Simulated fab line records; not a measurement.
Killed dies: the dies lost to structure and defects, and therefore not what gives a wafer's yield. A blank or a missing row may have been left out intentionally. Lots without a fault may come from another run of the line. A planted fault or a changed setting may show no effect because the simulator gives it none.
The tool behind it: which one? || flow nand-harc || 24 lots (72 wafers sampled), 1 step of a 1159-step route

## WHAT THE GAUGES SHOWED, per wafer
NHARC_A_ONON_D1_THK_MEAS_27: measures by ellipsometry. Usual: 1001 nm for thk-nm, sd 9.2.
{"lot": "L074", "measured": "day 7 13:29", "on": "film-metro-02", "thk-nm (nm)": "995 997 994", "flag": ""}
{"lot": "L075", "measured": "day 8 08:31", "on": "film-metro-02", "thk-nm (nm)": "1001 1000 1000", "flag": ""}
{"lot": "L076", "measured": "day 8 08:31", "on": "film-metro-01", "thk-nm (nm)": "998 998 999", "flag": ""}
{"lot": "L077", "measured": "day 8 08:32", "on": "film-metro-02", "thk-nm (nm)": "1011 1013 1013", "flag": ""}
{"lot": "L078", "measured": "day 9 08:22", "on": "film-metro-02", "thk-nm (nm)": "1000 999 997", "flag": ""}
{"lot": "L079", "measured": "day 9 08:24", "on": "film-metro-01", "thk-nm (nm)": "1003 1004 1004", "flag": ""}
{"lot": "L080", "measured": "day 9 20:30", "on": "film-metro-01", "thk-nm (nm)": "1006 1007 1007", "flag": ""}
{"lot": "L081", "measured": "day 10 03:43", "on": "film-metro-01", "thk-nm (nm)": "995 998 996", "flag": ""}
{"lot": "L083", "measured": "day 10 03:46", "on": "film-metro-02", "thk-nm (nm)": "990 990 990", "flag": ""}
{"lot": "L082", "measured": "day 10 03:55", "on": "film-metro-01", "thk-nm (nm)": "988 990 988", "flag": ""}
{"lot": "L084", "measured": "day 10 13:52", "on": "film-metro-02", "thk-nm (nm)": "995 992 994", "flag": ""}
{"lot": "L087", "measured": "day 11 04:01", "on": "film-metro-02", "thk-nm (nm)": "1010 1011 1013", "flag": ""}
{"lot": "L085", "measured": "day 11 04:01", "on": "film-metro-01", "thk-nm (nm)": "1005 1006 1006", "flag": ""}
{"lot": "L088", "measured": "day 11 04:02", "on": "film-metro-02", "thk-nm (nm)": "1013 1015 1013", "flag": ""}
{"lot": "L086", "measured": "day 11 19:25", "on": "film-metro-02", "thk-nm (nm)": "986 987 985", "flag": ""}
{"lot": "L090", "measured": "day 12 01:43", "on": "film-metro-02", "thk-nm (nm)": "1008 1008 1007", "flag": ""}
{"lot": "L089", "measured": "day 12 01:43", "on": "film-metro-01", "thk-nm (nm)": "1007 1006 1004", "flag": ""}
{"lot": "L093", "measured": "day 12 09:26", "on": "film-metro-02", "thk-nm (nm)": "992 991 991", "flag": ""}
{"lot": "L092", "measured": "day 12 09:27", "on": "film-metro-01", "thk-nm (nm)": "994 992 993", "flag": ""}
{"lot": "L091", "measured": "day 12 09:27", "on": "film-metro-02", "thk-nm (nm)": "1009 1008 1009", "flag": ""}
{"lot": "L095", "measured": "day 12 22:41", "on": "film-metro-01", "thk-nm (nm)": "1001 1002 1001", "flag": ""}
{"lot": "L094", "measured": "day 12 22:53", "on": "film-metro-01", "thk-nm (nm)": "1020 1019 1019", "flag": ""}
{"lot": "L097", "measured": "day 13 08:29", "on": "film-metro-01", "thk-nm (nm)": "1014 1014 1015", "flag": ""}
{"lot": "L096", "measured": "day 13 08:31", "on": "film-metro-02", "thk-nm (nm)": "989 988 988", "flag": ""}

## EACH LOT AND THE TOOL THAT RAN IT (in order: tool; ch and the chambers of the sampled wafers; start)
There is no process step in the record ahead of these readings.

## AS READ BY THE TOOLS THEMSELVES (means over the sampled wafers that have a number; for cases with no such wafer, the mark the record gives instead)
The record holds no such reading with a usual standard deviation.

## THE ANSWER, worked out from the rows above alone
Rule: lot off if the mean of its wafers having a number is beyond 3 standard deviations from the usual mean. A lot without any number at a reading at which 4 lots or more have one is off too. Where the step has rows for the other lots, those lots are counted as sound. The gauges are gone through in route order, then the tools' own readings, and for those a lot's mean is taken as printed above. The first step at which some lot is off is used, and at that step the reading that is off furthest; a lot without a number counts as furthest.
Nothing can be told from this: no lot is off at any reading shown.

## WHAT THE SIMULATOR PUT IN
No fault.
